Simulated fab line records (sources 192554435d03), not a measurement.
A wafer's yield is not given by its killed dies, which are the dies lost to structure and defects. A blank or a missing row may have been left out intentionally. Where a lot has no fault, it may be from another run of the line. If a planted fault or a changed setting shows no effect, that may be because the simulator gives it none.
8D (eight disciplines) problem report, filled in by code -- flow n5-finfet -- the parts of the form that need people (team, actions taken, sign-off) are left out

## 1. THE ISSUE
run-length-s at N5_SD_EPI_N_COAT_32 reads a mean of 57.37 s on 3 wafers of 2 lots; wafers without a fault read 66.01 s with a standard deviation of 0.13. That is -66 standard deviations from the usual mean.
The step: time 60 s, resist thk 350 nm.
First seen on wafer L516.2, day 6 21:29, on litho-track-02. The record has a number at this step for 27 wafers belonging to 9 lots. Rule for "out" (also "out of limits"): further than 4 standard deviations from the usual mean. The rest of the wafers with a number are treated as sound.

## 2. WHAT IT IS, WHAT IT ISN'T
question,is,is not
which readings at this step,"run-length-s, heater-power-total-W",-
which lots,"L516, L517","L502, L504, L505, L506, L514, L523, L524"
which wafers of those lots,"L516.2, L516.3, L517.1","L516.4, L517.4, L517.5"
read on which tools,litho-track-02,litho-track-03
when,from day 6 21:29,"up to then (16 sound wafers); but 8 sound wafers of L517, L523, L524 came after"

## 3. WHAT RULES OUT EACH SUSPECT
Counting: a tool at a process step up to the reading stays a suspect if it ran every lot that is out. Sound lots after the first of them don't rule it out here, since some wafers of a struck lot are sound.
- rie-si-03 at N5_DUMMY_GATE_ETCH_32 (etches SiO2 in CF4, target depth 3.5 nm, time 3.9 s): kept. Ran every lot that is out, first one L516 (day 6 20:22); last sound lot up to then L514 (day 6 11:50).
- rie-si-03 at N5_DUMMY_GATE_ETCH_44 (etches poly-Si in HBr/O2, stops on SiO2, target depth 127.5 nm): kept. Ran every lot that is out, first one L516 (day 6 20:27); last sound lot up to then L514 (day 6 11:55).
- litho-track-02 at N5_SD_EPI_N_COAT_32 (time 60 s, resist thk 350 nm): kept. Ran every lot that is out, first one L516 (day 6 21:29); last sound lot up to then L514 (day 6 13:04). Its own heater-power-total-W, run-length-s readings are out on those wafers.
Still standing after the count: rie-si-03 at N5_DUMMY_GATE_ETCH_32, rie-si-03 at N5_DUMMY_GATE_ETCH_44, litho-track-02 at N5_SD_EPI_N_COAT_32.

## 4. THE CAUSE (what the simulator had put in)
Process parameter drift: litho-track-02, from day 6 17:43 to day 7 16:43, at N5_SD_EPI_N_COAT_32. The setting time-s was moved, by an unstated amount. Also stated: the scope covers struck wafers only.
This tool is one of the 3 suspects left after counting.

## 5. THE CHAIN OF EFFECTS, in route order
Rows list readings where the struck wafers' mean (over those with a number) sits beyond 3 standard deviations from the usual. Only readings whose record carries a usual standard deviation are examined. hours: median over the lots of the time between each lot's start at the first step of this table that gives one and its start at this step. sigmas: the change, counted in usual standard deviations.
hours,step,reading,usual,on struck wafers,change,sigmas
0,N5_SD_EPI_N_COAT_32,heater-power-total-W,500.6 W,546.6,+46.0,+26
0,N5_SD_EPI_N_COAT_32,run-length-s,66.01 s,57.37,-8.64,-66
Here are the process steps it includes:
- N5_SD_EPI_N_COAT_32: time 60 s, resist thk 350 nm.
At these later measuring or inspecting steps, every struck wafer for which the step has a row has a number for every such reading, and none has moved that far: N5_BEOL_M4_RC_MEAS_101.

## 6. WHAT WOULD HAVE CAUGHT IT SOONER
First out-of-limits reading in this record: day 6 21:29, which is 4 hours after fault onset at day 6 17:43.
